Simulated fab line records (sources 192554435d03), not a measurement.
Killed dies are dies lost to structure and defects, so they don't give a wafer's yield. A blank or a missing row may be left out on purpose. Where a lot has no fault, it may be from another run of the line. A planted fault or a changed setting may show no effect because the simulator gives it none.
Which tool is to blame? :: flow n5_finfet :: Sampling: 11 lots, 32 wafers, 4 of 1938 route steps

## WHAT THE GAUGES READ, wafer by wafer
N5_BEOL_M14_RS_MEAS_54: a four-point-probe measurement.
lot: L985
measured: day 13 10:25
on: film_metro-02
M14_RS (ohm/sq): 0.0324 0.0322 0.0323

lot: L986
measured: day 14 03:14
on: film_metro-01
M14_RS (ohm/sq): 0.0324 0.0338 0.0329

lot: L989
measured: day 14 07:58
on: film_metro-01
M14_RS (ohm/sq): 0.0341 0.0319 0.0316

lot: L984
measured: day 15 00:51
on: film_metro-01
M14_RS (ohm/sq): 0.0330 0.0326

lot: L998
measured: day 17 05:10
on: film_metro-02
M14_RS (ohm/sq): 0.0319 0.0325 0.0331

lot: L999
measured: day 17 20:15
on: film_metro-01
M14_RS (ohm/sq): 0.0328 0.0326 0.0329

lot: L101
measured: day 18 01:15
on: film_metro-01
M14_RS (ohm/sq): 0.0318 0.0319 0.0332

lot: L102
measured: day 18 01:32
on: film_metro-01
M14_RS (ohm/sq): 0.0333 0.0335 0.0328

lot: L104
measured: day 19 06:48
on: film_metro-02
M14_RS (ohm/sq): 0.0324 0.0326 0.0337

lot: L105
measured: day 19 08:02
on: film_metro-01
M14_RS (ohm/sq): 0.0323 0.0329 0.0334

lot: L106
measured: day 20 01:50
on: film_metro-01
M14_RS (ohm/sq): 0.0333 0.0332 0.0324

N5_BEOL_M15_CD_MEAS_10 targets a cd of 360 nm.
lot: L985
measured: day 13 11:02
on: cd_sem-02
cd_nm (nm): 358.5 360.6 360.3

lot: L986
measured: day 14 04:00
on: cd_sem-02
cd_nm (nm): 363.8 361.5 361.2

lot: L989
measured: day 14 08:35
on: cd_sem-01
cd_nm (nm): 371.5 370.9 361.4

lot: L984
measured: day 15 01:35
on: cd_sem-02
cd_nm (nm): 361.6 369.5

lot: L998
measured: day 17 05:55
on: cd_sem-01
cd_nm (nm): 360.8 357.7 363.0

lot: L999
measured: day 17 20:52
on: cd_sem-03
cd_nm (nm): 362.8 357.7 359.6

lot: L101
measured: day 18 01:52
on: cd_sem-02
cd_nm (nm): 362.1 358.3 360.8

lot: L102
measured: day 18 02:17
on: cd_sem-03
cd_nm (nm): 359.5 361.8 359.4

lot: L104
measured: day 19 07:32
on: cd_sem-01
cd_nm (nm): 362.1 361.3 361.1

lot: L105
measured: day 19 08:39
on: cd_sem-02
cd_nm (nm): 360.8 358.9 360.6

lot: L106
measured: day 20 02:34
on: cd_sem-02
cd_nm (nm): 360.4 360.6 361.2

## WHAT TOOL EACH LOT RAN ON (gives the tool, then ch and the chambers of the sampled wafers, and finally the start)
lot: L985
N5_BEOL_M14_SPUTTER_45: pvd_sputter-01, day 13 09:11
N5_BEOL_M15_EXPOSE_07: krf_scanner-02 ch 0, day 13 10:52

lot: L986
N5_BEOL_M14_SPUTTER_45: pvd_sputter-01, day 14 02:07
N5_BEOL_M15_EXPOSE_07: krf_scanner-01 ch 0, day 14 03:50

lot: L989
N5_BEOL_M14_SPUTTER_45: pvd_sputter-02, day 14 06:21
N5_BEOL_M15_EXPOSE_07: krf_scanner-01 ch 0, day 14 08:25

lot: L984
N5_BEOL_M14_SPUTTER_45: pvd_sputter-03, day 14 23:49
N5_BEOL_M15_EXPOSE_07: krf_scanner-01 ch 0, day 15 01:24

lot: L998
N5_BEOL_M14_SPUTTER_45: pvd_sputter-01, day 17 04:08
N5_BEOL_M15_EXPOSE_07: krf_scanner-02 ch 0, day 17 05:44

lot: L999
N5_BEOL_M14_SPUTTER_45: pvd_sputter-02, day 17 19:11
N5_BEOL_M15_EXPOSE_07: krf_scanner-02 ch 0, day 17 20:41

lot: L101
N5_BEOL_M14_SPUTTER_45: pvd_sputter-02, day 18 00:14
N5_BEOL_M15_EXPOSE_07: krf_scanner-02 ch 0, day 18 01:42

lot: L102
N5_BEOL_M14_SPUTTER_45: pvd_sputter-01, day 18 00:23
N5_BEOL_M15_EXPOSE_07: krf_scanner-01 ch 0, day 18 02:07

lot: L104
N5_BEOL_M14_SPUTTER_45: pvd_sputter-01, day 19 05:46
N5_BEOL_M15_EXPOSE_07: krf_scanner-02 ch 0, day 19 07:22

lot: L105
N5_BEOL_M14_SPUTTER_45: pvd_sputter-03, day 19 07:01
N5_BEOL_M15_EXPOSE_07: krf_scanner-02 ch 0, day 19 08:29

lot: L106
N5_BEOL_M14_SPUTTER_45: pvd_sputter-01, day 20 00:46
N5_BEOL_M15_EXPOSE_07: krf_scanner-01 ch 0, day 20 02:25
- N5_BEOL_M14_SPUTTER_45: material Cu, target thk 100 nm, time 16.67 s.
- N5_BEOL_M15_EXPOSE_07: exposes mask V14.

## WHAT THE TOOLS THEMSELVES READ (means of the sampled wafers that have a number; where no wafer has one, the mark that the record gives instead)
N5_BEOL_M14_SPUTTER_45.
lot: L985
tool: pvd_sputter-01
throttle_valve_pct (%): 29.0

lot: L986
tool: pvd_sputter-01
throttle_valve_pct (%): 30.1

lot: L989
tool: pvd_sputter-02
throttle_valve_pct (%): 29.4

lot: L984
tool: pvd_sputter-03
throttle_valve_pct (%): 30.5

lot: L998
tool: pvd_sputter-01
throttle_valve_pct (%): 29.6

lot: L999
tool: pvd_sputter-02
throttle_valve_pct (%): 29.2

lot: L101
tool: pvd_sputter-02
throttle_valve_pct (%): 29.4

lot: L102
tool: pvd_sputter-01
throttle_valve_pct (%): 30.1

lot: L104
tool: pvd_sputter-01
throttle_valve_pct (%): 29.1

lot: L105
tool: pvd_sputter-03
throttle_valve_pct (%): 30.1

lot: L106
tool: pvd_sputter-01
throttle_valve_pct (%): 30.0

N5_BEOL_M15_EXPOSE_07.
lot: L985
tool: krf_scanner-02
focus_offset_nm (nm): 0.3

lot: L986
tool: krf_scanner-01
focus_offset_nm (nm): -0.1

lot: L989
tool: krf_scanner-01
focus_offset_nm (nm): 0.1

lot: L984
tool: krf_scanner-01
focus_offset_nm (nm): -0.5

lot: L998
tool: krf_scanner-02
focus_offset_nm (nm): -0.2

lot: L999
tool: krf_scanner-02
focus_offset_nm (nm): -0.6

lot: L101
tool: krf_scanner-02
focus_offset_nm (nm): -0.0

lot: L102
tool: krf_scanner-01
focus_offset_nm (nm): 0.4

lot: L104
tool: krf_scanner-02
focus_offset_nm (nm): 0.2

lot: L105
tool: krf_scanner-02
focus_offset_nm (nm): -0.2

lot: L106
tool: krf_scanner-01
focus_offset_nm (nm): 0.5

## THE ANSWER, worked out from the rows above alone
Rule: the usual values come from the lots themselves. Put in order of their means at a reading, lots are off if they are a third of the lots or fewer, leave a main group of 4 or more, and stand apart from it by a gap of 3 or more times the standard deviation of the main group's means; of several such gaps the widest counts. If all means in a main group match to the digits the tables above print for the reading, that group is not used. Also off: a lot with no number at a reading for which 4 or more lots have one. All remaining lots with rows at the step are treated as sound. First the gauges in route order, then the tools' own readings, where a lot's mean is used as printed above. At the first step where some lot is off, the reading lying furthest off is the one used; lots without a number count as furthest.
Off at N5_BEOL_M15_CD_MEAS_10 (cd_nm): L989, L984. The main group: mean 360.6 nm, standard deviation 0.72.
If a tool, at a process step before that reading, ran all the lots that are off and no sound lot after the first of them, it fits. The gauges at N5_BEOL_M15_CD_MEAS_10 are tried like those tools. None of those tried fits.

## WHAT HAD BEEN PUT IN BY THE SIMULATOR
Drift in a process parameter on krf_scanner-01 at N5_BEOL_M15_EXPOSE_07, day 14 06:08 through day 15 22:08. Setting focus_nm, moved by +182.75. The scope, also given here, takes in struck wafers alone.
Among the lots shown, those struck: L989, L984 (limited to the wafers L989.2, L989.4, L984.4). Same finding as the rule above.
